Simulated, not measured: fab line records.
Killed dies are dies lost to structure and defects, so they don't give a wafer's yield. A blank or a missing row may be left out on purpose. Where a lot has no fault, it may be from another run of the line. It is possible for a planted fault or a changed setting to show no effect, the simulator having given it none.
Struck lot and sound lot, side by side	flow nandHarc	17 steps out of a route of 1159
Sound: the wafers L789.1, L789.3, L789.6. Struck: wafers L800.1, L800.3, L800.6. Last of all comes the cause.
Per side, at each step with rows, come the tool, then ch with its chambers, and then its first start. Under that, the readings that differ: sound wafers	struck wafers	difference of the means	sigmas: that difference in standard deviations of wafers without a fault.
alike: a reading whose means differ by less than 2 such deviations, as well as words and numbers matching on both sides. not compared: withheld readings; readings where some wafer has no value; bounds like >300 that might hide an equal value; numbers whose values overlap and for which the record gives no deviation.
A row with sigmas, a row that says differs or no value, or rows on one side alone: a step with any of these is where the two part. Numbers that have no deviation but don't overlap get no sigmas and don't part them. Lack of a reading on every wafer of one side parts them only where that side has two or more wafers.

NHARC_A_BONDPAD_ETCH_34: etches the open film in N2/H2, target depth 60 nm, overetch 18 nm, time 65.91 s.
  sound on rieDiel-07 ch 0,3, day 19 16:10; struck on rieDiel-10 ch 0,1, day 22 09:11
reading	sound	struck	difference	sigmas
drypumpMotorCurrentA (A)	6.8 5.7 6.8	5.7 5.8 5.8	-0.7	-2
  alike: mfcArSccm, n2FlowSccm, oesProductAu, rfVppV, showerheadPlenumPTorr, throttleValvePct
  not compared: rfHoursCounterH
NHARC_A_BONDPAD_ETCH_12: etches the open film in CHF3/O2, target depth 220 nm, time 110 s.
  sound on rieDiel-07 ch 1,2,3; struck on rieDiel-10 ch 1,2,3
reading	sound	struck	difference	sigmas
oesProductAu (a.u.)	0.925 0.916 0.925	0.960 0.979 0.975	+0.049	+2
  alike: drypumpMotorCurrentA, mfcArSccm, o2FlowSccm, rfVppV, showerheadPlenumPTorr, throttleValvePct
  not compared: rfHoursCounterH
NHARC_A_BONDPAD_CD_MEAS_13:
  sound: cdSem-03 at day 19 16:23; struck: cdSem-02 at day 22 09:25
  alike: cdNm
then, 3 steps without rows for these wafers: NHARC_A_BONDPAD_STRIP_15 (strips in O2); NHARC_A_BONDPAD_ETCH_24 (etches the open film in CF4/N2, target depth 30 nm, time 72.99 s); NHARC_A_BONDPAD_STRIP_16 (strips in post etch residue remover, time 600 s).
NHARC_A_BONDPAD_DEGAS_25: time 60 s.
  sound: pvdSputter-02 at day 19 17:05; struck: pvdSputter-02 at day 22 10:02
  alike: heaterPowerW
NHARC_A_BONDPAD_PRE_CLEAN_26: time 30 s.
  sound on pvdSputter-02; struck on pvdSputter-02
  alike: heaterPowerW
NHARC_A_BONDPAD_PVD_17: deposits TaN, target thk 5 nm, time 8.06 s.
  sound on pvdSputter-02; struck on pvdSputter-02
  alike: throttleValvePct
then, 3 steps without rows for these wafers: NHARC_A_BONDPAD_PVD_27 (deposits Cu, target thk 30 nm, time 20.49 s); NHARC_A_BONDPAD_ECD_18 (material Cu, target thk 400 nm); NHARC_A_BONDPAD_ANNEAL_28 (time 90 s).
NHARC_A_BONDPAD_CMP_19: polishes, t overpolish 30 s, cu recess touch 16 s, target thk 169.8 nm.
  sound on cmp-04 ch 0,1,2, day 19 18:25; struck on cmp-04 ch 1,2, day 22 11:09
  no value came back on the struck wafers for any of 5 readings (cuRecessTouchS (s), edgeZonePressureFrac and others); on the sound wafers cuRecessTouchS (s) reads 16 16 16
NHARC_A_BONDPAD_THK_MEAS_20: measures by xrf.
  sound: filmMetro-02 at day 19 18:41; struck: filmMetro-01 at day 22 11:28
reading	sound	struck	difference	sigmas
thkNm (nm)	168.6 167.5 168.2	402.9 400.2 400.4	+233.1	+99 or more
then, 1 step without rows for these wafers: NHARC_A_BONDPAD_SRD_21 (time 30 s, dry time 20 s).
NHARC_A_BONDPAD_INSPECT_23:
  sound: defectInspect-02 at day 19 18:53; struck: defectInspect-01 at day 22 11:42
reading	sound	struck	difference	sigmas
rawDefectCount	482 751 636	3261 3133 3229	+2585	+14
NHARC_END_SORT_01:
  the record has rows for the struck wafers here (prober-02 ch 0, day 23 15:47) and none for the sound ones

WHERE THEY PART
First at NHARC_A_BONDPAD_ETCH_34; last, within this record, at NHARC_END_SORT_01.

WHY: what the simulator had put in
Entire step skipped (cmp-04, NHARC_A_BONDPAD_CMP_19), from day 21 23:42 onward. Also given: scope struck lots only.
